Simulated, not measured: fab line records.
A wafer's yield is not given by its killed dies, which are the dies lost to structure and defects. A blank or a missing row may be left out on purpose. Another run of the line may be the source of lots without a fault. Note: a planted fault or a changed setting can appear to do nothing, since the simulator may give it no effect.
fab line records	flow n5-finfet
[record] lots = 11	wafers = 33	last-day = 19
route steps=1938 shown BEOL_M15@1827 MIM_TOP_LITHO@1849 MIM_TOP_ETCH@1851 PASSIVATION@1936
lots that met no fault: taken from a fault-free run of the same line
start-h: the number of hours between the record's first day and the start of the first shown wafer of the lot	wait-h: hours since the lot's step before	" identical to the entry in the row above	L1.1+2: one row covering several wafers at once	- value missing, or start not given	* or withheld: withheld	< > ~ a bound
route shown NAME@n: names a module that has steps shown in the file, with the first one's number in the route	usual: mean/standard deviation taken from wafers without a fault	same: alike in all rows	chamber/n: place in a boat	sites: the reading at each site	_std_site: standard deviation of those values	_edge_site: mean of outer sites minus mean of inner sites	radius-mm: for every site, how far away it sits from the centre of the wafer	mask NAME#n: copy n	behind: the tool/chamber that last shaped the wafer	hold: cause of the lot's hold/its duration in hours/its outcome	device: the n, p or np transistor that did not switch	end of line: tests run on the same wafers once the route is complete	a step without rows: its recipe alone	killed: the dies lost at the first sort to structure and to defects; this is not the yield of the wafer	map: per-die view of a wafer (x killed, . not killed, _ where there is no die)
set.NAME: the setting the step ran with; set.NAME@STEP: the setting that earlier step ran with	model.NAME: the simulator's own value behind a step, which no gauge read
one table for each step of the route and one row for each wafer, over a sample of lots
services: the hour from which a tool's chamber was out of use, counted from the record's first day as start-h (under 0 if before that day), plus the number of hours and why
[[steps]]
[step N5_BEOL_M15_DEP_53]
[recipe] material = SiCN	target-thk-a = 500	temp-c = withheld	precursor = 3MS/NH3	pressure-torr = 3	rf-w = 675	time-s = 17.8
[usual] showerhead-plenum-p-Torr = 4.166/0.027	showerhead-vpp-V = 1604/63	throttle-valve-pct = 18.3/1.4
lot.wafer	tool	chamber	start-h	wait-h	showerhead-plenum-p-Torr	showerhead-vpp-V	throttle-valve-pct
L314.1	pecvd-03	2	265.33	0.0	4.167	1636	15.8
L314.2	"	1	"	"	4.207	1485	19.1
L314.5	"	0	"	"	4.211	1600	19.4
L315.1	pecvd-02	1	274.05	0.0	4.167	1658	18.6
L315.3	"	0	"	"	4.140	1572	17.8
L315.6	"	1	"	"	4.183	1674	18.7
L319.1	pecvd-02	0	292.81	0.0	4.135	1591	17.6
L319.2	"	2	"	"	4.168	1523	16.1
L319.5	"	0	"	"	4.137	1575	17.7
L324.4	pecvd-02	0	337.30	0.0	4.131	1578	17.6
L324.5	"	0	"	"	4.138	1614	17.5
L324.6	"	2	"	"	4.167	1497	16.1
L327.1	pecvd-03	2	381.23	0.0	4.166	1661	15.9
L327.2	"	1	"	"	4.211	1495	19.1
L327.5	"	1	"	"	4.195	1516	19.3
L329.1	pecvd-04	0	387.08	0.0	4.134	1688	20.7
L329.2	"	2	"	"	4.184	1587	18.3
L329.6	"	2	"	"	4.187	1583	18.0
L330.3	pecvd-04	2	407.57	0.0	4.171	1636	18.2
L330.5	"	0	"	"	4.133	1686	20.3
L330.6	"	2	"	"	4.172	1594	18.2
L331.1	pecvd-02	0	415.59	0.0	4.120	1605	17.6
L331.4	"	1	"	"	4.173	1670	19.1
L331.5	"	2	"	"	4.168	1518	16.3
L333.2	pecvd-03	2	420.58	0.0	4.159	1647	16.2
L333.5	"	1	"	"	4.201	1474	19.1
L333.6	"	2	"	"	4.160	1643	16.0
L334.1	pecvd-03	0	445.50	0.0	4.211	1574	19.7
L334.3	"	1	"	"	4.205	1482	19.1
L334.6	"	1	"	"	4.208	1515	18.9
L332.2	pecvd-02	1	449.69	0.0	4.164	1643	19.1
L332.3	"	0	"	"	4.139	1623	17.8
L332.6	"	2	"	"	4.175	1533	16.3
[step N5_MIM_TOP_LITHO_INSPECT_12]
[recipe] mode = adi	inspect-instrument = macro
[usual] raw-defect-count = 2.2/1.6
lot.wafer	tool	chamber	start-h	wait-h	raw-defect-count
L314.1	defect-inspect-02	-	269.53	0.0	3
L314.2	"	-	"	"	3
L314.5	"	-	"	"	3
L315.1	defect-inspect-02	-	279.82	0.0	2
L315.3	"	-	"	"	1
L315.6	"	-	"	"	1
L319.1	defect-inspect-01	-	296.02	0.0	1
L319.2	"	-	"	"	0
L319.5	"	-	"	"	1
L324.4	defect-inspect-02	-	341.28	0.0	3
L324.5	"	-	"	"	1
L324.6	"	-	"	"	1
L327.1	defect-inspect-01	-	385.65	0.0	2
L327.2	"	-	"	"	2
L327.5	"	-	"	"	2
L329.1	defect-inspect-01	-	390.28	0.0	1
L329.2	"	-	"	"	6
L329.6	"	-	"	"	4
L330.3	defect-inspect-01	-	411.11	0.0	0
L330.5	"	-	"	"	0
L330.6	"	-	"	"	2
L331.1	defect-inspect-01	-	420.69	0.0	3
L331.4	"	-	"	"	2
L331.5	"	-	"	"	2
L333.2	defect-inspect-01	-	426.06	0.0	0
L333.5	"	-	"	"	6
L333.6	"	-	"	"	3
L334.1	defect-inspect-01	-	449.72	0.0	2
L334.3	"	-	"	"	0
L334.6	"	-	"	"	2
L332.2	defect-inspect-01	-	455.06	0.0	3
L332.3	"	-	"	"	0
L332.6	"	-	"	"	4
[step N5_MIM_TOP_ETCH_ETCH_00]
[recipe] chemistry = Cl2/BCl3	target = TiN	target-depth-a = 385	ion-energy-ev = 150	pressure-mtorr = 10	icp-w = 1000	bias-w = 126	Cl2_flow_sccm = 53.25	bcl3-flow-sccm = 21.75	Ar_flow_sccm = 25
[usual] bcl3-flow-sccm = 21.75/0.067	bias-w = 126.1/0.36	drypump-motor-current-A = 5.99/0.26	oes-product-au = 0.80/0.087	throttle-valve-pct = 22.62/0.17
lot.wafer	tool	chamber	start-h	wait-h	bcl3-flow-sccm	bias-w	drypump-motor-current-A	oes-product-au	rf-hours-counter-h	throttle-valve-pct
L314.1	rie-metal-01	0	269.65	0.1	21.75	126.6	5.93	0.91	8	22.61
L314.2	"	1	"	"	21.62	126.2	6.38	0.70	66	22.46
L314.5	"	0	"	"	21.73	126.4	5.92	0.91	-	22.61
L315.1	rie-metal-03	0	279.95	0.1	21.78	126.1	5.87	0.80	32	22.89
L315.3	"	1	"	"	21.72	126.6	5.93	0.89	-	22.55
L315.6	"	0	"	"	21.79	126.1	5.80	0.81	-	22.88
L319.1	rie-metal-03	1	296.14	0.1	21.64	126.6	5.94	0.88	10	22.55
L319.2	"	0	"	"	21.67	126.3	5.82	0.80	34	22.87
L319.5	"	0	"	"	21.74	126.2	5.81	0.79	-	22.87
L324.4	rie-metal-03	0	341.44	0.1	21.78	126.2	5.84	0.80	-	22.88
L324.5	"	0	"	"	21.67	125.9	5.86	0.79	-	22.88
L324.6	"	1	"	"	21.75	126.3	5.96	0.86	-	22.56
L327.1	rie-metal-03	0	385.77	0.1	21.79	147.1	5.85	0.81	40	22.88
L327.2	"	1	"	"	21.77	125.7	6.02	0.84	17	22.56
L327.5	"	1	"	"	21.86	125.9	5.94	0.85	-	22.56
L329.1	rie-metal-03	1	390.50	0.1	21.79	126.1	5.95	0.84	17	22.55
L329.2	"	0	"	"	21.79	147.1	5.86	0.81	41	22.90
L329.6	"	1	"	"	21.85	125.6	5.98	0.84	-	22.56
L330.3	rie-metal-01	1	411.27	0.1	21.88	126.0	6.41	0.68	-	22.49
L330.5	"	0	"	"	21.64	125.4	5.94	0.84	-	22.64
L330.6	"	1	"	"	21.65	126.1	6.39	0.68	-	22.49
L331.1	rie-metal-02	1	420.81	0.1	21.77	126.1	6.23	0.92	4	22.04
L331.4	"	0	"	"	21.82	125.7	5.64	0.83	-	22.71
L331.5	"	0	"	"	21.81	125.4	5.65	0.83	-	22.72
L333.2	rie-metal-01	0	426.18	0.1	21.59	125.9	5.94	0.85	21	22.64
L333.5	"	0	"	"	21.57	126.2	5.92	0.84	-	22.65
L333.6	"	1	"	"	21.72	125.3	6.37	0.68	-	22.49
L334.1	rie-metal-01	1	449.84	0.1	21.72	126.5	6.41	0.66	80	22.49
L334.3	"	0	"	"	21.73	126.2	5.96	0.84	-	22.66
L334.6	"	0	"	"	21.77	125.9	5.95	0.84	-	22.65
L332.2	rie-metal-03	0	455.18	0.1	21.85	126.3	5.85	0.77	45	22.90
L332.3	"	1	"	"	21.81	126.5	5.93	0.82	-	22.58
L332.6	"	1	"	"	21.90	126.1	5.96	0.83	-	22.56
[step N5_MIM_TOP_ETCH_PECVD_03]
[recipe] material = SiNx	target-thk-a = 200	temp-c = 400	precursor = SiH4/NH3/N2	pressure-torr = 1.5	rf-w = 300	time-s = 17.6
[usual] heater-power-w = 788/93	showerhead-plenum-p-Torr = 5.17/0.071	showerhead-vpp-V = 1064/43	throttle-valve-pct = 39.1/2.7
lot.wafer	tool	chamber	start-h	wait-h	heater-power-w	showerhead-plenum-p-Torr	showerhead-vpp-V	throttle-valve-pct
L314.1	pecvd-02	2	269.97	-	799	5.18	1023	35.7
L314.2	"	1	"	"	867	5.16	1124	42.1
L314.5	"	0	"	"	756	5.06	1060	38.6
L315.1	pecvd-02	0	280.15	-	744	5.05	1060	38.6
L315.3	"	1	"	"	911	5.18	1105	41.9
L315.6	"	2	"	"	757	5.17	1001	35.4
L319.1	pecvd-02	0	296.36	-	808	5.05	1047	38.7
L319.2	"	2	"	"	760	5.16	1013	35.6
L319.5	"	2	"	"	776	5.18	993	35.7
L324.4	pecvd-01	1	341.67	-	745	5.22	1085	38.0
L324.5	"	2	"	"	702	5.18	1131	36.7
L324.6	"	0	"	"	823	5.08	1048	41.2
L327.1	pecvd-03	1	385.98	-	769	5.28	1010	42.4
L327.2	"	2	"	"	550	5.14	1100	35.4
L327.5	"	2	"	"	544	5.13	1081	35.5
L329.1	pecvd-01	1	390.71	-	670	5.23	1065	38.0
L329.2	"	2	"	"	882	5.19	1122	37.2
L329.6	"	2	"	"	863	5.18	1106	37.0
L330.3	pecvd-02	1	411.46	-	974	5.17	1130	41.9
L330.5	"	2	"	"	714	5.18	998	36.3
L330.6	"	1	"	"	952	5.16	1113	42.1
L331.1	pecvd-03	1	421.04	-	783	5.26	1004	42.3
L331.4	"	0	"	"	848	5.32	1045	43.3
L331.5	"	2	"	"	565	5.14	1115	35.4
L333.2	pecvd-01	1	426.51	-	707	5.21	1084	38.1
L333.5	"	1	"	"	680	5.23	1069	37.9
L333.6	"	2	"	"	795	5.18	1121	37.0
L334.1	pecvd-02	1	450.05	-	963	5.17	1102	41.8
L334.3	"	0	"	"	863	5.06	1070	39.2
L334.6	"	2	"	"	715	5.18	1008	36.2
L332.2	pecvd-02	0	455.55	-	744	5.06	1064	39.2
L332.3	"	1	"	"	948	5.17	1099	41.9
L332.6	"	2	"	"	725	5.18	1022	36.5
[step N5_PASSIVATION_PROBE_49]
[usual] defect-limited-yield = 91.3/1.7	killed_at_M0_to_M3 = 33/9.9	killed_at_M4_up = 14/6.4	killed-at-contacts = 12/7	killed-at-front-end = 41/13	killed-at-other = 3.1/2.9	killed-dies = 103/20	killed-open = 67/14	killed-short = 34/9.4	sort_bin_5_function = 5.1/1.1	sort_bin_6_memory = 3.2/0.79	sort_bin_8_speed = 0.02/0.15	sort-n-pass = 1077/21	sort-yield-pct = 91.2/1.7
[same] gross-dies = 1180	killed-at-back-side = 0	sort_bin_4_leakage[%] = 0
lot.wafer	tool	chamber	start-h	wait-h	defect-limited-yield[%]	killed_at_M0_to_M3	killed_at_M4_up	killed-at-contacts	killed-at-front-end	killed-at-other	killed-dies	killed-open	killed-short	sort_bin_5_function[%]	sort_bin_6_memory[%]	sort_bin_8_speed[%]	sort-n-pass	sort-yield-pct[%]
L315.1	prober-01	-	291.30	0.0	90.5	45	8	18	40	1	112	64	47	5.4	3.6	0	1068	90.5
L315.3	prober-01	-	291.40	0.1	92.1	43	13	7	29	1	93	56	36	4.8	2.9	0	1087	92.1
L315.6	prober-01	-	291.55	0.3	92.4	35	16	11	28	0	90	56	34	3.6	3.8	0	1090	92.4
L324.4	prober-02	-	351.55	0.2	90.8	41	17	17	33	1	109	78	30	5.4	3.6	0.08	1071	90.8
L324.5	prober-02	-	351.60	0.2	91.3	35	11	32	24	1	103	72	30	5.3	3.1	0	1077	91.3
L324.6	prober-02	-	351.65	0.3	92.4	43	10	12	24	1	90	59	30	4.7	2.8	1.78	1069	90.6
// killed by level:class
L315.1 MOL_CONTACT_COAG:geometric-particle:open=14 BEOL_M0_SAQP:geometric-particle:short=14 BEOL_M3:geometric-particle:open=10 FIN_SAQP:geometric-particle:short=8 STI_FIN_REVEAL:geometric-particle:open=8 BEOL_M0_SAQP:geometric-particle:open=6 BEOL_M2:geometric-particle:short=6 DUMMY_GATE:geometric-particle:open=5
L315.3 BEOL_M0_SAQP:geometric-particle:short=14 BEOL_M0_SAQP:geometric-particle:open=11 MOL_CONTACT_COAG:geometric-particle:open=6 DUMMY_GATE:geometric-particle:open=4 BEOL_M0:geometric-particle:open=4 BEOL_M1:geometric-particle:open=4 BEOL_M1:geometric-particle:short=4 BEOL_M3:geometric-particle:open=4
L315.6 STI_FIN_REVEAL:geometric-particle:open=7 MOL_CONTACT_COAG:geometric-particle:open=6 BEOL_M0_SAQP:geometric-particle:open=6 BEOL_M1:geometric-particle:short=6 STARTING-WAFER:geometric-particle:open=6 MOL_CONTACT_COAG:geometric-particle:short=5 BEOL_M2:geometric-particle:open=5 FIN_SAQP:geometric-particle:short=4
L324.4 MOL_CONTACT_COAG:geometric-particle:open=16 BEOL_M2:geometric-particle:open=13 BEOL_M4:geometric-particle:open=10 BEOL_M0_SAQP:geometric-particle:open=9 STARTING-WAFER:geometric-particle:short=6 FIN_SAQP:geometric-particle:short=5 BEOL_M0_SAQP:geometric-particle:short=5 BEOL_M1:geometric-particle:open=5
L324.5 MOL_CONTACT_COAG:geometric-particle:open=26 BEOL_M2:geometric-particle:open=9 BEOL_M0_SAQP:geometric-particle:short=8 MOL_CONTACT_COAG:geometric-particle:short=6 BEOL_M1:geometric-particle:open=5 FIN_SAQP:geometric-particle:short=4 BEOL_M0_SAQP:geometric-particle:open=4 BEOL_M2:geometric-particle:short=4
L324.6 BEOL_M1:geometric-particle:open=18 BEOL_M2:geometric-particle:open=9 FIN_SAQP:geometric-particle:open=7 FIN_SAQP:geometric-particle:short=7 BEOL_M0_SAQP:geometric-particle:short=7 MOL_CONTACT_COAG:geometric-particle:short=6 MOL_CONTACT_COAG:geometric-particle:open=6 BEOL_M0_SAQP:geometric-particle:open=4
[[services]]
tool	chamber	start-h	hours	kind
pecvd-01	2	258.14	2.1	scheduled-down
pecvd-02	2	271.23	2.1	scheduled-down
pecvd-04	1	281.92	2.1	scheduled-down
pecvd-01	0	296.54	5.5	scheduled-down
pecvd-04	2	311.99	5.5	scheduled-down
rie-metal-02	-	314.27	1.4	pm
pecvd-02	1	336.32	2.1	scheduled-down
rie-metal-02	1	356.98	-	clean
rie-metal-02	1	356.98	15.5	scheduled-down
rie-metal-02	1	356.98	15.5	vent-cycle
pecvd-04	1	383.62	-	clean
pecvd-04	1	383.62	-	consumable-replace:showerhead
pecvd-04	1	383.62	29.0	scheduled-down
pecvd-04	1	383.62	29.0	vent-cycle
rie-metal-02	0	386.39	3.0	repair
pecvd-01	-	393.43	1.5	repair
pecvd-02	0	410.19	5.0	scheduled-down
pecvd-03	-	410.66	1.0	repair
pecvd-02	0	416.82	2.1	repair
pecvd-04	2	436.45	2.1	scheduled-down
pecvd-01	1	444.18	5.5	scheduled-down
[[key]]
[first-sign] step = N5_MIM_TOP_ETCH_ETCH_00	reading = bias-w	direction = up	sigmas = 58	usual = *	struck = *
effect none on later readings
met-at N5_MIM_TOP_ETCH_ETCH_00
struck-lots L327,L329
struck-wafers L327.1,L329.2
not-acting-at N5_BEOL_M15_DEP_53,N5_MIM_TOP_LITHO_INSPECT_12,N5_MIM_TOP_ETCH_PECVD_03
onset-between 341.44 385.77
[fault] kind = process-parameter-drift	tool = rie-metal-03	chamber = 0	onset-h = 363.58	steps = N5_MIM_TOP_ETCH_ETCH_00	channel = bias-w	offset = *	shape = step	end-h = 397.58	acts-in = *	stated = *
